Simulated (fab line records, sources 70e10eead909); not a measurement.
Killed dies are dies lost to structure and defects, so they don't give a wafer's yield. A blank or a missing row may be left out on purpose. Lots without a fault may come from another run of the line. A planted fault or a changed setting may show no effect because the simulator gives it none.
Which tool did it? | flow nand_harc | 7 lots, 21 wafers sampled, at 5 steps of a route of 1159

WHAT THE GAUGES READ, wafer by wafer
NHARC_END_SORT_01.
lot  | measured     | on        | killed_open
L445 | day 21 00:09 | prober-02 | 3 2 4
L446 | day 21 08:04 | prober-02 | 0 4 3
L453 | day 24 01:34 | prober-01 | 6 3 5
L457 | day 24 11:00 | prober-01 | 4 3 3
L458 | day 25 03:20 | prober-01 | 3 1 8
L464 | day 25 10:19 | prober-01 | 2 1 2
L465 | day 26 01:59 | prober-02 | 4 0 1

WHICH TOOL RAN EACH LOT (tool, then ch and the chambers of the sampled wafers, then the start)
lot  | NHARC_A_WL_FILL_CVD_20                   | NHARC_A_WL_FILL_CMP_12        | NHARC_A_CONTACT_DEP_29        | NHARC_A_CONTACT_SOFTBAKE_37
L445 | cvd_w-01 ch 0,1, day 17 04:19 or earlier | cmp-02 ch 0,1, day 17 04:19   | pecvd-02 ch 0,2, day 17 08:47 | litho_track-06 ch 0, day 17 09:00
L446 | cvd_w-02 ch 0, day 18 05:48 or earlier   | cmp-01 ch 1,2,3, day 18 05:48 | pecvd-02 ch 1,2, day 18 10:59 | litho_track-04 ch 0, day 18 11:00
L453 | cvd_w-02 ch 0,1, day 20 05:52 or earlier | cmp-01 ch 0,1,3, day 20 05:52 | pecvd-02 ch 1,2, day 20 09:11 | litho_track-04 ch 0, day 20 09:00
L457 | cvd_w-01 ch 0,1, day 20 11:41 or earlier | cmp-01 ch 0,3, day 20 11:41   | pecvd-02 ch 0,2, day 20 15:08 | litho_track-04 ch 0, day 20 15:00
L458 | cvd_w-02 ch 0,1, day 21 05:29 or earlier | cmp-02 ch 0,2,3, day 21 05:29 | pecvd-04 ch 1,2, day 21 14:17 | litho_track-01 ch 0, day 21 14:00
L464 | cvd_w-02 ch 0,1, day 21 21:25 or earlier | cmp-01 ch 0,1, day 21 21:25   | pecvd-04 ch 0,1, day 22 03:31 | litho_track-01 ch 0, day 22 03:00
L465 | cvd_w-01 ch 0,1, day 22 14:21 or earlier | cmp-01 ch 0,1,3, day 22 14:21 | pecvd-01 ch 0,2, day 22 18:10 | litho_track-01 ch 0, day 22 18:00
- NHARC_A_WL_FILL_CVD_20: deposits W, target thk 75 nm, time 5064 s.
- NHARC_A_WL_FILL_CMP_12: polishes, t overpolish 30 s, target thk 75 nm.
- NHARC_A_CONTACT_DEP_29: deposits SiON, target thk 70 nm.
- NHARC_A_CONTACT_SOFTBAKE_37: time 55 s.

THE ANSWER, worked out from the rows above alone
Rule: what is usual is taken from the lots themselves. Put in order of their means at a reading, lots are off if they are a third of the lots or fewer, leave a main group of 4 or more, and stand apart from it by a gap of 3 or more times the standard deviation of the main group's means; of several such gaps the widest counts. A main group whose means are all the same, to the digits that the tables above print for the reading, isn't used. A lot without any number at a reading at which 4 lots or more have one is off too. The other lots that the step has rows for count as sound.
No lot is off at any reading shown: from this, nothing can be told.

WHAT THE SIMULATOR HAD PUT IN
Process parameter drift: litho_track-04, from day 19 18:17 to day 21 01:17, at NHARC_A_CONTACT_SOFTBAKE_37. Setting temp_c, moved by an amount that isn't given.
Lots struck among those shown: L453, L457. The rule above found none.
